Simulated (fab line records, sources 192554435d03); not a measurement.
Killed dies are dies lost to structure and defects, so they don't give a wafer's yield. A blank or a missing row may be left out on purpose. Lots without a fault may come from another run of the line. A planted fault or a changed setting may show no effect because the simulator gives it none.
Which tool did it? | flow n5_finfet | 8 lots, 24 wafers sampled, at 5 steps of a route of 1938

WHAT THE GAUGES READ, wafer by wafer
N5_BEOL_M4_RC_MEAS_101. Usual: DIBL_N 36.3 mV/V, standard deviation 1; DIBL_P 36.2 mV/V, standard deviation 1.4; IOFF_N 0.157 nA/um, standard deviation 0.021; IOFF_P 0.206 nA/um, standard deviation 0.025; ION_N 673 uA/um, standard deviation 9; ION_P 461 uA/um, standard deviation 6.4; SS_N 71.5 mV/dec, standard deviation 0.5; SS_P 73.2 mV/dec, standard deviation 0.47; VT_N 249.9 mV, standard deviation 2.4; VT_P -250.6 mV, standard deviation 2.9.
lot  | measured     | on        | DIBL_N (mV/V)  | DIBL_P (mV/V)  | IOFF_N (nA/um)    | IOFF_P (nA/um)    | ION_N (uA/um) | ION_P (uA/um) | SS_N (mV/dec)  | SS_P (mV/dec)  | VT_N (mV)         | VT_P (mV)            | flag
L584 | day 8 10:10  | prober-02 | 36.3 35.5 37.9 | 36.9 36.1 38.2 | 0.150 0.134 0.171 | 0.209 0.194 0.225 | 659 657 669   | 457 452 461   | 71.7 71.6 72.7 | 72.9 73.6 74.3 | 252.3 255.2 250.0 | -251.1 -251.2 -252.0 |
L588 | day 9 09:32  | prober-01 | 37.5 39.5 38.3 | 35.9 38.7 37.6 | 0.151 0.202 0.181 | 0.199 0.242 0.226 | 668 686 686   | 464 467 469   | 71.5 72.3 71.5 | 73.9 73.3 73.5 | 250.2 246.9 250.7 | -249.6 -247.3 -250.6 |
L591 | day 9 19:16  | prober-02 | 35.4 36.5 36.2 | 35.4 36.8 35.5 | 0.140 0.175 0.159 | 0.180 0.203 0.186 | 663 685 661   | 451 465 450   | 70.8 72.0 71.9 | 73.5 73.5 73.4 | 252.7 246.5 250.9 | -250.7 -250.9 -254.0 |
L603 | day 13 01:10 | prober-01 | 35.8 36.5 35.6 | 34.6 34.8 34.3 | 0.141 0.147 0.142 | 0.206 0.210 0.208 | 679 665 681   | 470 463 472   | 71.0 71.5 71.0 | 73.2 72.5 72.6 | 250.3 248.9 250.8 | -247.9 -246.2 -247.9 |
L604 | day 13 13:49 | prober-02 | 37.8 35.6 33.4 | 38.4 35.6 32.3 | 0.180 0.145 0.106 | 0.230 0.187 0.148 | 674 664 663   | 462 457 455   | 71.7 72.1 70.7 | 74.2 72.9 72.3 | 248.4 251.5 255.4 | -251.4 -251.2 -255.0 |
L605 | day 13 18:34 | prober-02 | 36.6 37.6 36.7 | 39.0 40.5 38.5 | 0.183 0.208 0.187 | 0.210 0.230 0.207 | 688 697 686   | 469 462 462   | 71.7 71.7 72.0 | 73.4 73.7 73.4 | 246.7 247.3 246.2 | -247.7 -248.8 -249.5 |

WHICH TOOL RAN EACH LOT (tool, then ch and the chambers of the sampled wafers, then the start)
lot  | N5_BEOL_M0_SAQP_DESCUM_19          | N5_BEOL_M0_SAQP_ETCH_102         | N5_BEOL_M0_SAQP_MANDREL_ETCH_103 | N5_BEOL_M0_SAQP_SPACER2_ETCHBACK_27
L584 | rie_diel-05 ch 1,3, day 6 00:41    | rie_si-05 ch 1,2, day 6 02:23    | rie_si-05 ch 1,2, day 6 02:25    | rie_diel-01 ch 0,2,3, day 6 03:49
L588 | rie_diel-01 ch 1,3, day 7 00:28    | rie_si-01 ch 0,3, day 7 02:26    | rie_si-01 ch 0,3, day 7 02:28    | rie_diel-01 ch 0,1,2, day 7 04:04
L591 | rie_diel-03 ch 0,1,2, day 7 14:37  | rie_si-06 ch 0,1,3, day 7 16:57  | rie_si-06 ch 0,1,3, day 7 16:59  | rie_diel-05 ch 0,2,3, day 7 18:29
L593 | rie_diel-01 ch 1,2,3, day 8 07:55  | rie_si-05 ch 1,2, day 8 09:40    | rie_si-05 ch 1,2, day 8 09:42    | rie_diel-01 ch 0,1,2, day 8 11:20
L594 | rie_diel-01 ch 0,1, day 8 11:05    | rie_si-06 ch 0,2, day 8 12:50    | rie_si-06 ch 0,2, day 8 12:53    | rie_diel-01 ch 0,1, day 8 14:18
L603 | rie_diel-03 ch 0,1,3, day 10 21:50 | rie_si-01 ch 0,1,2, day 10 23:41 | rie_si-01 ch 0,1,2, day 10 23:43 | rie_diel-03 ch 0,2,3, day 11 01:07
L604 | rie_diel-05 ch 0,2, day 11 03:10   | rie_si-06 ch 0,2,3, day 11 04:53 | rie_si-06 ch 0,2,3, day 11 04:55 | rie_diel-03 ch 1,2, day 11 06:25
L605 | rie_diel-01 ch 0,1,3, day 11 07:52 | rie_si-06 ch 1,2,3, day 11 09:39 | rie_si-06 ch 1,2,3, day 11 09:41 | rie_diel-03 ch 0,2, day 11 11:29
- N5_BEOL_M0_SAQP_DESCUM_19: chemistry O2, time 7.9 s.
- N5_BEOL_M0_SAQP_ETCH_102: etches SiO2 in CF4, target depth 4 nm, time 4.4 s.
- N5_BEOL_M0_SAQP_MANDREL_ETCH_103: etches a-Si in HBr/Cl2, stops on SiCN, target depth 45 nm, bt time 10 s, time 27 s.
- N5_BEOL_M0_SAQP_SPACER2_ETCHBACK_27: etches SiO2 in CHF3/O2, target depth 22.5 nm, time 11.25 s.

WHAT THE TOOLS THEMSELVES READ (means of the sampled wafers that have a number; where no wafer has one, the mark that the record gives instead)
N5_BEOL_M0_SAQP_DESCUM_19. Usual: drypump_motor_current_A 5.7 A, standard deviation 0.63; oes_product_au 0.79 a.u., standard deviation 0.094; rf_fwd_power_W 49.35 W, standard deviation 0.3; rf_vpp_V 243.2 V, standard deviation 1.6; showerhead_plenum_p_Torr 2.10 Torr, standard deviation 0.085; temp_c 40.01 C, standard deviation 0.1; throttle_valve_pct 20.39 %, standard deviation 0.21.
lot  | tool        | drypump_motor_current_A (A) | oes_product_au (a.u.) | rf_fwd_power_W (W) | rf_vpp_V (V) | showerhead_plenum_p_Torr (Torr) | temp_c (C) | throttle_valve_pct (%) | flag
L584 | rie_diel-05 | 6.2                         | 0.72                  | 49.39              | 242.7        | 2.05                            | 39.91      | 20.57                  |
L588 | rie_diel-01 | 5.5                         | 0.85                  | 49.50              | 245.7        | 2.20                            | 39.90      | 20.25                  |
L591 | rie_diel-03 | 5.3                         | 0.73                  | 49.49              | 243.5        | 2.18                            | 40.03      | 20.34                  |
L593 | rie_diel-01 | 5.7                         | 0.77                  | 49.48              | 245.0        | 2.18                            | 40.06      | 20.42                  |
L594 | rie_diel-01 | 5.9                         | 0.76                  | 49.44              | 244.6        | 2.17                            | 39.99      | 20.50                  |
L603 | rie_diel-03 | 5.3                         | 0.72                  | 49.47              | 242.8        | 2.08                            | 40.04      | 20.33                  |
L604 | rie_diel-05 | 5.2                         | 0.80                  | 49.05              | 241.7        | 2.02                            | 39.91      | 20.34                  |
L605 | rie_diel-01 | 5.6                         | 0.93                  | 49.56              | 243.9        | 2.17                            | 40.01      | 20.19                  |

N5_BEOL_M0_SAQP_ETCH_102. Usual: drypump_motor_current_A 5.8 A, standard deviation 0.57; he_backside_leak_sccm 2.62 sccm, standard deviation 0.27; oes_product_au 1.003 a.u., standard deviation 0.012; rf_fwd_power_W 791 W, standard deviation 3.6; throttle_valve_pct 21.85 %, standard deviation 0.23.
lot  | tool      | drypump_motor_current_A (A) | he_backside_leak_sccm (sccm) | oes_product_au (a.u.) | rf_fwd_power_W (W) | throttle_valve_pct (%) | flag
L584 | rie_si-05 | 5.3                         | 2.72                         | 1.011                 | 786                | 21.96                  |
L588 | rie_si-01 | 6.2                         | 2.70                         | 1.004                 | 792                | 22.05                  |
L591 | rie_si-06 | 5.8                         | 2.67                         | 0.998                 | 795                | 21.92                  |
L593 | rie_si-05 | 5.3                         | 2.73                         | 1.008                 | 786                | 21.96                  |
L594 | rie_si-06 | 6.0                         | 2.34                         | 0.986                 | 792                | 21.85                  |
L603 | rie_si-01 | 6.2                         | 2.85                         | 1.007                 | 790                | 21.88                  |
L604 | rie_si-06 | 6.0                         | 2.38                         | 0.997                 | 792                | 21.98                  |
L605 | rie_si-06 | 5.5                         | 2.64                         | 1.002                 | 794                | 21.79                  |

N5_BEOL_M0_SAQP_MANDREL_ETCH_103. Usual: drypump_motor_current_A 5.8 A, standard deviation 0.57; he_backside_leak_sccm 2.6 sccm, standard deviation 0.34; oes_product_au 0.687 a.u., standard deviation 0.0079; rf_fwd_power_W 795.5 W, standard deviation 2.7; throttle_valve_pct 35.50 %, standard deviation 0.3.
lot  | tool      | drypump_motor_current_A (A) | he_backside_leak_sccm (sccm) | oes_product_au (a.u.) | rf_fwd_power_W (W) | throttle_valve_pct (%) | flag
L584 | rie_si-05 | 5.3                         | 2.6                          | 0.686                 | 795.7              | 35.64                  |
L588 | rie_si-01 | 6.2                         | 2.7                          | 0.691                 | 795.8              | 35.77                  |
L591 | rie_si-06 | 5.8                         | 2.6                          | 0.688                 | 795.1              | 35.53                  |
L593 | rie_si-05 | 5.3                         | 2.8                          | 0.690                 | 794.4              | 35.64                  |
L594 | rie_si-06 | 6.0                         | 2.3                          | 0.683                 | 796.6              | 35.55                  |
L603 | rie_si-01 | 6.3                         | 2.8                          | 0.689                 | 796.2              | 35.57                  |
L604 | rie_si-06 | 6.0                         | 2.4                          | 0.698                 | 795.3              | 35.67                  |
L605 | rie_si-06 | 5.5                         | 2.5                          | 0.685                 | 794.2              | 35.42                  |

N5_BEOL_M0_SAQP_SPACER2_ETCHBACK_27. Usual: CHF3_flow_sccm 49.99 sccm, standard deviation 0.15; O2_flow_sccm 5.000 sccm, standard deviation 0.015; drypump_motor_current_A 5.6 A, standard deviation 0.57; mfc_ar_sccm 199.9 sccm, standard deviation 0.59; oes_product_au 0.77 a.u., standard deviation 0.091; rf_fwd_power_W 645.6 W, standard deviation 2.4; rf_vpp_V 523 V, standard deviation 4.2; showerhead_plenum_p_Torr 2.44 Torr, standard deviation 0.097; throttle_valve_pct 18.87 %, standard deviation 0.18.
lot  | tool        | CHF3_flow_sccm (sccm) | O2_flow_sccm (sccm) | drypump_motor_current_A (A) | mfc_ar_sccm (sccm) | oes_product_au (a.u.) | rf_fwd_power_W (W) | rf_vpp_V (V) | showerhead_plenum_p_Torr (Torr) | throttle_valve_pct (%) | flag
L584 | rie_diel-01 | 50.08                 | 5.007               | 5.7                         | 200.7              | 0.71                  | 646.8              | 522          | 2.49                            | 19.06                  |
L588 | rie_diel-01 | 50.09                 | 5.005               | 6.1                         | 200.1              | 0.79                  | 649.1              | 525          | 2.51                            | 18.99                  |
L591 | rie_diel-05 | 49.98                 | 5.008               | 5.9                         | 199.7              | 0.80                  | 646.1              | 518          | 2.33                            | 18.89                  |
L593 | rie_diel-01 | -                     | -                   | -                           | -                  | -                     | -                  | -            | -                               | -                      | OFF
L594 | rie_diel-01 | -                     | -                   | -                           | -                  | -                     | -                  | -            | -                               | -                      | OFF
L603 | rie_diel-03 | 49.91                 | 4.995               | 5.3                         | 200.0              | 0.72                  | 645.0              | 523          | 2.40                            | 18.79                  |
L604 | rie_diel-03 | 49.96                 | 5.015               | 5.2                         | 199.8              | 0.74                  | 646.1              | 523          | 2.49                            | 18.81                  |
L605 | rie_diel-03 | 50.01                 | 5.005               | 5.3                         | 200.7              | 0.70                  | 646.4              | 525          | 2.47                            | 18.83                  |

THE ANSWER, worked out from the rows above alone
Rule: a lot is off if the mean of its wafers that have a number lies more than 3 standard deviations from the usual mean. A lot without any number at a reading at which 4 lots or more have one is off too. The other lots that the step has rows for count as sound. The gauges are gone through in route order, then the tools' own readings, and for those a lot's mean is taken as printed above. The first step at which some lot is off is used, and at that step the reading that is off furthest; a lot without a number counts as furthest.
Off: L593, L594, at N5_BEOL_M0_SAQP_SPACER2_ETCHBACK_27 (CHF3_flow_sccm). Without a number there: L593, L594.
A tool fits if, at that step or a process step before it, it ran every lot that is off, and no sound lot after the first of them. One fits: rie_diel-01 at N5_BEOL_M0_SAQP_SPACER2_ETCHBACK_27. Its last sound lot is L588 (day 7 04:04), its first lot that is off L593 (day 8 11:20): a fault that began between those two fits.
Blank at N5_BEOL_M0_SAQP_SPACER2_ETCHBACK_27 on the lots that are off, where sound lots have numbers: CHF3_flow_sccm, O2_flow_sccm, drypump_motor_current_A, mfc_ar_sccm, oes_product_au, rf_fwd_power_W, rf_vpp_V, showerhead_plenum_p_Torr, throttle_valve_pct.

WHAT THE SIMULATOR HAD PUT IN
Skipped step whole: rie_diel-01, from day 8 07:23 on, at N5_BEOL_M0_SAQP_SPACER2_ETCHBACK_27. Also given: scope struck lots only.
Lots struck among those shown: L593, L594. The rule above found the same.
